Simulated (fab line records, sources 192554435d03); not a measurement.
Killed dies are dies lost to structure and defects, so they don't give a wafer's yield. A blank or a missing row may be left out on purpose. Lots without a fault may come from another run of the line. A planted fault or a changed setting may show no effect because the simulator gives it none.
fab line records | flow n5_finfet
record lots=4 wafers=12 last_day=17
route steps=1938 shown BEOL_M10@1527 BEOL_M11@1536
lots that met no fault: from a run of the same line without faults
start_h: hours from the record's first day to the start of the lot's first wafer shown | wait_h: hours since the lot's step before | " the same as in the row above | L1.1+2: a row that stands for several wafers | - no value, or no start given | * or withheld: withheld | < > ~ a bound
route shown NAME@n: a module of which the file shows steps, and the number in the route of the first | usual: mean/standard deviation of fault-free wafers | same: alike in all rows | chamber/n: place in a boat | sites: the reading at each site | _std_site: their standard deviation | _edge_site: outer sites' mean less inner sites' | radius_mm: how far each site lies from the wafer's centre | mask NAME#n: copy n | behind: the tool/chamber that last shaped the wafer | hold: why the lot was held/for how many hours/how that ended | device: the transistor (n, p or np) that didn't switch | end of line: the same wafers' tests at the end of the route | a step without rows: its recipe alone | killed: dies lost to structure and defects at the first sort, not the wafer's yield | map: a wafer's dies, x killed, . not, _ none there
set.NAME: the setting as run; set.NAME@STEP: as run at that earlier step | model.NAME: the simulator's own value behind a step, which no gauge read
lots at some steps of the route; a table a step, a row a wafer
services: from which hour (start_h, from the record's first day; less than 0 if before it) a tool's chamber was out of use, for how many hours, and why
## steps
# step N5_BEOL_M10_SPUTTER_48
# recipe material=Cu target_thk_a=120 temp_c=-20 bias_v=60 power_w=26000 chamber_pressure_pa=0.13 time_s=2
# step N5_BEOL_M10_ECD_50
# recipe material=Cu target_thk_a=3180
# step N5_BEOL_M10_ANNEAL_51
# recipe temp_c=225 time_s=90 ambient=N2
# step N5_BEOL_M10_CMP_52
# recipe stop_on=SiCOH_lowk t_overpolish_s=7 down_force_psi=1 platen_rpm=50 clearing_platen_down_force_psi=1.5 clearing_platen_rpm=50 post_cmp_clean=cu_alkaline target_thk_nm=140 clearing_platen_pad_velocity_m_s=0.99484 pad_velocity_m_s=0.99484
# step N5_BEOL_M10_PRE_CLEAN_55
# recipe gas=NH3 time_s=15 temp_c=withheld rf_power_w=300
# step N5_BEOL_M10_DEP_56
# recipe material=SiCN target_thk_a=150 temp_c=withheld precursor=3MS/NH3 pressure_torr=3 rf_w=202 time_s=26.5
# step N5_BEOL_M11_ILD_DEP_00
# recipe material=SiCOH_lowk target_thk_a=3085.1 temp_c=300 precursor=DEMS/porogen pressure_torr=5 rf_w=500 time_s=58
# step N5_BEOL_M11_CURE_71
# recipe temp_c=385 time_s=240 ambient=He/Ar material=SiCOH_lowk
# step N5_BEOL_M11_PECVD_70
# recipe material=SiO2 target_thk_a=200 temp_c=400 precursor=TEOS/O2 pressure_torr=5.5 rf_w=450 teos_flow_sccm=53.8 gas=O2 flow_sccm=3000 time_s=22.7
# usual heater_power_w=701/94 showerhead_plenum_p_Torr=8.75/0.07 showerhead_vpp_V=1313/46 susceptor_temp_C=400.00/0.2 throttle_valve_pct=21.9/0.92
# columns lot.wafer tool chamber start_h wait_h heater_power_w showerhead_plenum_p_Torr showerhead_vpp_V susceptor_temp_C throttle_valve_pct model.SiO2_of_BEOL_M11_PECVD_70.thk_nm
L280.4 pecvd-04 0 270.30 0.1 671 8.73 1267 399.85 21.8 20.6
L280.5 " 2 " " 928 8.75 1311 399.82 21.0 20.4
L280.6 " 1 " " 725 8.74 1310 400.05 21.2 20.4
L285.1 pecvd-04 0 294.82 0.0 612 8.71 1256 399.79 22.2 20
L285.2 " 2 " " 897 8.76 1307 419.50 21.2 17.8
L285.6 " 1 " " 712 8.77 1304 399.68 20.9 20.2
L286.2 pecvd-04 1 313.83 0.0 770 8.73 1286 400.08 20.9 19.4
L286.3 " 0 " " 621 8.75 1228 400.22 22.0 19.6
L286.6 " 2 " " 1064 8.75 1298 419.12 21.0 17.4
L296.2 pecvd-02 0 358.61 0.0 644 8.69 1380 400.41 22.9 19.8
L296.4 " 2 " " 570 8.71 1300 400.32 20.9 20.2
L296.5 " 1 " " 632 8.85 1372 399.78 23.8 20.4
# step N5_BEOL_M11_HM_DEP_02
# recipe material=TiN target_thk_a=200 temp_c=25 chamber_pressure_pa=0.49996
# step N5_BEOL_M11_COAT_59
# recipe resist=SOC temp_c=250 time_s=60 spin_rpm=1500 resist_thk_nm=100
# step N5_BEOL_M11_COAT_60
# recipe resist=SiARC temp_c=220 time_s=60 spin_rpm=1500 resist_thk_nm=30
# step N5_BEOL_M11_COAT_05
# recipe resist=CAR-ArF spin_rpm=1500 resist_thk_nm=90
# step N5_BEOL_M11_EBR_07
# recipe solvent=PGMEA ebr_width_mm=1.5
# step N5_BEOL_M11_SOFTBAKE_06
# recipe temp_c=110 time_s=60 resist=CAR-ArF
# step N5_BEOL_M11_EXPOSE_08
# recipe mask_id=M11 na=1.35 source_shape=dipole sigma_inner=0.411 sigma_outer=0.611 polarization=te dose_mj=53.75
# step N5_BEOL_M11_PEB_09
# recipe peb_temp_c=withheld peb_time_s=60 resist=CAR-ArF
# step N5_BEOL_M11_DEVELOP_10
# recipe develop_time_s=30 developer=TMAH resist=CAR-ArF rinse_liquid=diw dry=air_spin dev_temp_c=23
# step N5_BEOL_M11_DESCUM_16
# recipe chemistry=O2 time_s=7.9 source_power_w=50 bias_power_w=20 pressure_mtorr=20 rf_frequency_hz=2.712e+07 temp_c=40 resist=CAR-ArF o2_flow_sccm=225
# step N5_BEOL_M11_ETCH_61
# recipe chemistry=CF4 target=SiARC target_depth_a=390 mask_material=CAR-ArF time_s=65 ion_energy_ev=80 pressure_mtorr=40 source_w=545 bias_w=36 Ar_flow_sccm=100 cf4_flow_sccm=100 ends=cleared
# step N5_BEOL_M11_ETCH_62
# recipe chemistry=N2/H2 target=SOC target_depth_a=1100 overetch_a=220 mask_material=SiARC temp_c=40 time_s=165 ion_energy_ev=200 pressure_mtorr=30 source_w=840 bias_w=150 n2_flow_sccm=200 h2_flow_sccm=200
# step N5_BEOL_M11_STRIP_68
# recipe chemistry=N2/H2 temp_c=40 n2_flow_sccm=200 h2_flow_sccm=200 rf_frequency_hz=6e+07
# step N5_BEOL_M11_STRIP_67
# recipe chemistry=CF4 resist=SiARC power_w=300 bias_power_w=75 pressure_mtorr=50 cf4_flow_sccm=150 rf_frequency_hz=6e+07
# step N5_BEOL_M11_HM_OPEN_17
# recipe chemistry=Cl2/BCl3 target_depth_a=200 overetch_a=60 target=TiN mask_material=SOC ion_energy_ev=150 pressure_mtorr=10 icp_w=1000 bias_w=126 Cl2_flow_sccm=53.25 bcl3_flow_sccm=21.75 Ar_flow_sccm=25
# step N5_BEOL_M11_STRIP_19
# recipe chemistry=O2 power_w=400 temp_c=40 pressure_mtorr=30 rf_frequency_hz=6e+07 bias_power_w=0 overash_fraction=0.2 o2_flow_sccm=225
# step N5_BEOL_M11_COAT_63
# recipe resist=SOC temp_c=250 time_s=60 spin_rpm=1500 resist_thk_nm=100
# step N5_BEOL_M11_COAT_64
# recipe resist=SiARC temp_c=220 time_s=60 spin_rpm=1500 resist_thk_nm=30
# step N5_BEOL_M11_COAT_22
# recipe resist=CAR-ArF spin_rpm=1500 resist_thk_nm=90
# step N5_BEOL_M11_EBR_24
# recipe solvent=PGMEA ebr_width_mm=1.5
# step N5_BEOL_M11_SOFTBAKE_23
# recipe temp_c=110 time_s=60 resist=CAR-ArF
# step N5_BEOL_M11_EXPOSE_25
# recipe mask_id=V10 na=1.35 source_shape=annular sigma_inner=0.5 sigma_outer=0.8 polarization=unpolarized dose_mj=85.5
# step N5_BEOL_M11_PEB_26
# recipe peb_temp_c=withheld peb_time_s=60 resist=CAR-ArF
# step N5_BEOL_M11_DEVELOP_27
# recipe develop_time_s=30 developer=TMAH resist=CAR-ArF rinse_liquid=diw dry=air_spin dev_temp_c=23
# step N5_BEOL_M11_HM_STRIP_39
# recipe chemistry=peroxide_tin_strip material=TiN target_depth_a=250 temp_c=50 time_s=158
# columns lot.wafer tool chamber start_h wait_h model.SiO2_of_BEOL_M11_PECVD_70.thk_nm
L280.4 wet_bench-05 0 274.65 0.0 20.4
L280.5+6 " 3,7 " " 20.2
L285.1 wet_bench-03 3 300.38 0.0 19.8
L285.2 " 2 " " 17.6
L285.6 " 1 " " 20
L286.2+3 wet_bench-03 3,4 318.52 0.0 19.4
L286.6 " 7 " " 17.2
L296.2 wet_bench-05 7 363.53 0.0 19.8
L296.4 " 1 " " 20
L296.5 " 0 " " 20.2
# step N5_BEOL_M11_CMP_52
# recipe stop_on=SiCOH_lowk t_overpolish_s=7 down_force_psi=1 platen_rpm=50 clearing_platen_down_force_psi=1.5 clearing_platen_rpm=50 post_cmp_clean=cu_alkaline target_thk_nm=140 clearing_platen_pad_velocity_m_s=0.99484 pad_velocity_m_s=0.99484
# usual barrier_field_endpoint_s=29.2/0.66 motor_current_A=6.4/0.75
# columns lot.wafer tool chamber start_h wait_h barrier_field_endpoint_s motor_current_A
L280.4 cmp-02 3 277.89 0.1 30.1 5.6
L280.6 " 3 " " 30.1 5.6
L280.5 " 0 " " 30.2 5.7
L285.2 cmp-02 2 302.19 0.2 25.8 7.0
L285.1 " 3 " " 28.2 5.5
L285.6 " 3 " " 28.9 5.4
L286.2 cmp-02 0 320.55 0.2 28.6 6.1
L286.3 " 1 " " 28.7 6.7
L286.6 " 0 " " 25.9 6.3
L296.4 cmp-02 2 368.96 0.3 29.4 6.7
L296.2 " 3 " " 29.2 5.5
L296.5 " 1 " " 28.5 6.6
## services
# columns tool chamber start_h hours kind
cmp-02 - 247.72 1.5 repair
pecvd-04 2 249.51 2.1 scheduled_down
pecvd-02 1 254.31 5.5 scheduled_down
cmp-02 - 263.21 4.0 pm
cmp-02 - 267.21 - consumable_replace:conditioner
cmp-02 - 267.21 - consumable_replace:pad
pecvd-04 - 324.79 6.0 pm
cmp-02 - 330.03 11.7 pm
## key
first_sign step=N5_BEOL_M11_PECVD_70 reading=susceptor_temp_C direction=up sigmas=96 usual=* struck=*
effect step=N5_BEOL_M11_CMP_52 reading=barrier_field_endpoint_s direction=down sigmas=5 usual=29.2 struck=25.8
model_effect step=N5_BEOL_M11_PECVD_70 value=SiO2_of_BEOL_M11_PECVD_70.thk_nm without=20.2 struck=17.6
model_effect step=N5_BEOL_M11_HM_STRIP_39 value=SiO2_of_BEOL_M11_PECVD_70.thk_nm without=20 struck=17.4
met_at N5_BEOL_M11_PECVD_70
struck_wafers L285.2,L286.6
onset_between 270.30 294.82
fault kind=process_parameter_drift tool=pecvd-04 chamber=2 onset_h=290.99 steps=N5_BEOL_M11_PECVD_70 channel=temp_c offset=* shape=step end_h=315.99 acts_in=* stated=*
